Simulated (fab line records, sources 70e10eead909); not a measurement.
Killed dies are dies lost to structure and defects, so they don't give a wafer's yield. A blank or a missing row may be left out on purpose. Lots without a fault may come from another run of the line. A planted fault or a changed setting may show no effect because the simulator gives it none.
Which tool did it? | flow nand_harc | 12 lots, 36 wafers sampled, at 5 steps of a route of 1159

WHAT THE GAUGES READ, wafer by wafer
NHARC_END_SORT_01.
lot  | measured     | on        | defect_limited_yield (%) | killed_at_array | killed_at_other | killed_at_periphery | killed_dies | killed_open | killed_short | sort_bin_2_pct (%) | sort_bin_3_pct (%) | sort_bin_4_pct (%) | sort_n_pass | sort_rim_yield_pct (%) | sort_yield_pct (%)
L915 | day 20 05:38 | prober-01 | 95.9 97.6 97.5           | 27 13 17        | 0 0 0           | 1 3 0               | 28 16 17    | 8 3 1       | 4 0 2        | 1.3 0.6 1.3        | 0.15 0.15 0        | 2.7 1.6 1.2        | 649 661 660 | 91 93 97               | 95.9 97.6 97.5
L923 | day 22 08:07 | prober-01 | 95.3                     | 25              | 1               | 6                   | 32          | 7           | 4            | 1.3                | 0.44               | 3.0                | 645         | 91                     | 95.3
L921 | day 22 11:54 | prober-01 | 97.3 97.2 96.5           | 15 16 21        | 1 1 0           | 2 2 3               | 18 19 24    | 0 4 8       | 3 3 3        | 0.7 1.2 1.0        | 0.15 0.15 0        | 1.8 1.5 2.5        | 659 658 653 | 96 96 97               | 97.3 97.2 96.5
L922 | day 22 10:25 | prober-02 | 93.8 94.7 95.6           | 38 32 25        | 0 1 0           | 4 3 5               | 42 36 30    | 6 6 4       | 4 2 2        | 2.4 2.1 1.8        | 0.59 0.30 0.30     | 3.2 3.0 2.4        | 635 641 647 | 94 94 93               | 93.8 94.7 95.6
L925 | day 22 21:16 | prober-01 | 96.5 96.2 95.4           | 22 23 30        | 1 2 0           | 1 1 1               | 24 26 31    | 1 6 3       | 1 4 2        | 1.3 1.2 1.2        | 0.59 0.15 0.15     | 1.6 2.5 3.2        | 653 651 646 | 93 92 95               | 96.5 96.2 95.4
L927 | day 24 01:00 | prober-01 | 95.7 95.6 83.9           | 23 26 106       | 1 0 0           | 5 4 3               | 29 30 109   | 2 4 5       | 4 1 1        | 1.2 0.6 8.7        | 0.59 0.15 2.81     | 2.5 3.7 4.6        | 648 647 568 | 92 94 84               | 95.7 95.6 83.9
L929 | day 24 11:04 | prober-02 | 92.6 82.3 92.0           | 43 117 50       | 0 2 2           | 7 1 2               | 50 120 54   | 6 3 4       | 4 2 4        | 2.1 6.5 3.2        | 0.30 5.47 0.15     | 5.0 5.8 4.6        | 627 557 623 | 88 81 92               | 92.6 82.3 92.0

WHICH TOOL RAN EACH LOT (tool, then ch and the chambers of the sampled wafers, then the start)
lot  | NHARC_A_BONDPAD_STRIP_15           | NHARC_THIN_TSV_PVD_51                   | NHARC_THIN_TSV_ANNEAL_52         | NHARC_THIN_TSV_STRIP_56
L912 | rie_diel-13 ch 1,3, day 18 06:17   | pvd_sputter-03, day 18 23:50 or earlier | rtp_anneal-01 ch 0, day 18 23:50 | plasma_asher-01 ch 0,1, day 19 02:28
L915 | rie_diel-13 ch 1,2, day 19 02:36   | pvd_sputter-03, day 19 18:19 or earlier | rtp_anneal-02 ch 0, day 19 18:19 | plasma_asher-01 ch 0,1, day 19 20:46
L913 | rie_diel-13 ch 2,3, day 19 10:30   | pvd_sputter-02, day 20 03:38 or earlier | rtp_anneal-02 ch 0, day 20 03:38 | plasma_asher-01 ch 0,1, day 20 06:16
L918 | rie_diel-13 ch 0,3, day 19 19:06   | pvd_sputter-02, day 20 13:50 or earlier | rtp_anneal-01 ch 0, day 20 13:50 | plasma_asher-02 ch 0,1, day 20 16:34
L919 | rie_diel-13 ch 0,2,3, day 20 07:49 | pvd_sputter-01, day 21 04:11 or earlier | rtp_anneal-02 ch 0, day 21 04:11 | plasma_asher-01 ch 0,1, day 21 06:41
L923 | rie_diel-13 ch 2,3, day 20 21:03   | pvd_sputter-02, day 21 16:01 or earlier | rtp_anneal-02 ch 0, day 21 16:01 | plasma_asher-01 ch 0,1, day 21 18:29
L921 | rie_diel-13 ch 0,2,3, day 21 04:29 | pvd_sputter-02, day 21 23:19 or earlier | rtp_anneal-01 ch 0, day 21 23:19 | plasma_asher-01 ch 0,1, day 22 02:05
L920 | rie_diel-13 ch 0,1,3, day 21 05:01 | pvd_sputter-03, day 22 00:41 or earlier | rtp_anneal-02 ch 0, day 22 00:41 | plasma_asher-01 ch 0,1, day 22 03:09
L922 | rie_diel-13 ch 1,2,3, day 21 05:32 | pvd_sputter-01, day 22 01:41 or earlier | rtp_anneal-01 ch 0, day 22 01:41 | plasma_asher-02 ch 0,1, day 22 04:10
L925 | rie_diel-13 ch 0,1,2, day 21 10:05 | pvd_sputter-01, day 22 04:58 or earlier | rtp_anneal-01 ch 0, day 22 04:58 | plasma_asher-01 ch 0,1, day 22 07:36
L927 | rie_diel-13 ch 0,1,2, day 22 16:04 | pvd_sputter-03, day 23 12:43 or earlier | rtp_anneal-02 ch 0, day 23 12:43 | plasma_asher-01 ch 0, day 23 16:28
L929 | rie_diel-13 ch 0,1,2, day 23 05:05 | pvd_sputter-03, day 24 00:10 or earlier | rtp_anneal-01 ch 0, day 24 00:10 | plasma_asher-02 ch 0,1, day 24 02:44
- NHARC_A_BONDPAD_STRIP_15: strips in O2.
- NHARC_THIN_TSV_PVD_51: deposits Cu, target thk 100 nm.
- NHARC_THIN_TSV_ANNEAL_52: time 90 s.
- NHARC_THIN_TSV_STRIP_56: strips in O2.

WHAT THE TOOLS THEMSELVES READ (means of the sampled wafers that have a number; where no wafer has one, the mark that the record gives instead)
NHARC_A_BONDPAD_STRIP_15.
lot  | tool        | chamber_pressure_mTorr (mTorr) | drypump_motor_current_A (A) | oes_product_au (a.u.) | rf_vpp_V (V) | showerhead_plenum_p_Torr (Torr) | throttle_valve_pct (%)
L912 | rie_diel-13 | 60.00                          | 5.8                         | 1.013                 | 59.0         | 3.72                            | 17.032
L915 | rie_diel-13 | 60.01                          | 5.7                         | 1.001                 | 58.0         | 3.62                            | 17.036
L913 | rie_diel-13 | 59.98                          | 5.6                         | 1.016                 | 58.5         | 3.65                            | 17.035
L918 | rie_diel-13 | 60.00                          | 5.6                         | 1.019                 | 57.2         | 3.68                            | 17.036
L919 | rie_diel-13 | 60.02                          | 5.6                         | 1.003                 | 58.5         | 3.63                            | 17.036
L923 | rie_diel-13 | 59.96                          | 5.6                         | 1.005                 | 57.8         | 3.70                            | 17.029
L921 | rie_diel-13 | 60.04                          | 5.6                         | 0.998                 | 57.8         | 3.63                            | 17.029
L920 | rie_diel-13 | 59.97                          | 5.8                         | 1.010                 | 58.0         | 3.65                            | 17.041
L922 | rie_diel-13 | 60.01                          | 5.8                         | 1.009                 | 58.5         | 3.67                            | 17.040
L925 | rie_diel-13 | 60.04                          | 5.8                         | 1.000                 | 57.9         | 3.60                            | 17.033
L927 | rie_diel-13 | 60.00                          | 5.8                         | 1.005                 | 57.8         | 3.60                            | 17.041
L929 | rie_diel-13 | 60.01                          | 5.8                         | 1.004                 | 57.3         | 3.60                            | 17.039

NHARC_THIN_TSV_PVD_51.
lot  | tool           | throttle_valve_pct (%)
L912 | pvd_sputter-03 | 30.6
L915 | pvd_sputter-03 | 31.1
L913 | pvd_sputter-02 | 28.8
L918 | pvd_sputter-02 | 28.3
L919 | pvd_sputter-01 | 30.2
L923 | pvd_sputter-02 | 28.9
L921 | pvd_sputter-02 | 29.7
L920 | pvd_sputter-03 | 30.6
L922 | pvd_sputter-01 | 30.2
L925 | pvd_sputter-01 | 30.3
L927 | pvd_sputter-03 | 30.6
L929 | pvd_sputter-03 | 31.2

NHARC_THIN_TSV_ANNEAL_52.
lot  | tool          | wafer_temp_C_max
L912 | rtp_anneal-01 | 226.9
L915 | rtp_anneal-02 | 225.7
L913 | rtp_anneal-02 | 225.8
L918 | rtp_anneal-01 | 226.6
L919 | rtp_anneal-02 | 226.1
L923 | rtp_anneal-02 | 225.9
L921 | rtp_anneal-01 | 226.1
L920 | rtp_anneal-02 | 226.0
L922 | rtp_anneal-01 | 226.8
L925 | rtp_anneal-01 | 226.4
L927 | rtp_anneal-02 | 225.7
L929 | rtp_anneal-01 | 226.5

NHARC_THIN_TSV_STRIP_56.
lot  | tool            | drypump_motor_current_A (A) | heater_power_w (W)
L912 | plasma_asher-01 | 6.4                         | 347
L915 | plasma_asher-01 | 6.4                         | 339
L913 | plasma_asher-01 | 6.4                         | 362
L918 | plasma_asher-02 | 5.4                         | 307
L919 | plasma_asher-01 | 6.4                         | 370
L923 | plasma_asher-01 | 6.4                         | 358
L921 | plasma_asher-01 | 6.4                         | 358
L920 | plasma_asher-01 | 6.4                         | 356
L922 | plasma_asher-02 | 5.4                         | 314
L925 | plasma_asher-01 | 6.4                         | 370
L927 | plasma_asher-01 | 6.5                         | 372
L929 | plasma_asher-02 | 5.7                         | 322

THE ANSWER, worked out from the rows above alone
Rule: what is usual is taken from the lots themselves. Put in order of their means at a reading, lots are off if they are a third of the lots or fewer, leave a main group of 4 or more, and stand apart from it by a gap of 3 or more times the standard deviation of the main group's means; of several such gaps the widest counts. A main group whose means are all the same, to the digits that the tables above print for the reading, isn't used. A lot without any number at a reading at which 4 lots or more have one is off too. The other lots that the step has rows for count as sound. The gauges are gone through in route order, then the tools' own readings, and for those a lot's mean is taken as printed above. The first step at which some lot is off is used, and at that step the reading that is off furthest; a lot without a number counts as furthest.
Off: L927, L929, at NHARC_END_SORT_01 (sort_bin_3_pct). The main group: mean 0.27 %, standard deviation 0.14. Neither off nor sound, because the step has no rows for them: L912, L913, L918, L919, L920.
A tool fits if, at a process step before that reading, it ran every lot that is off, and no sound lot after the first of them. The gauges at NHARC_END_SORT_01 are tried like those tools. NHARC_THIN_TSV_PVD_51 gives no start for some lots, so the hours and the order of its lots are those of NHARC_THIN_TSV_ANNEAL_52. Can't be told from this: 2 tools fit, rie_diel-13 at NHARC_A_BONDPAD_STRIP_15, pvd_sputter-03 at NHARC_THIN_TSV_PVD_51.

WHAT THE SIMULATOR HAD PUT IN
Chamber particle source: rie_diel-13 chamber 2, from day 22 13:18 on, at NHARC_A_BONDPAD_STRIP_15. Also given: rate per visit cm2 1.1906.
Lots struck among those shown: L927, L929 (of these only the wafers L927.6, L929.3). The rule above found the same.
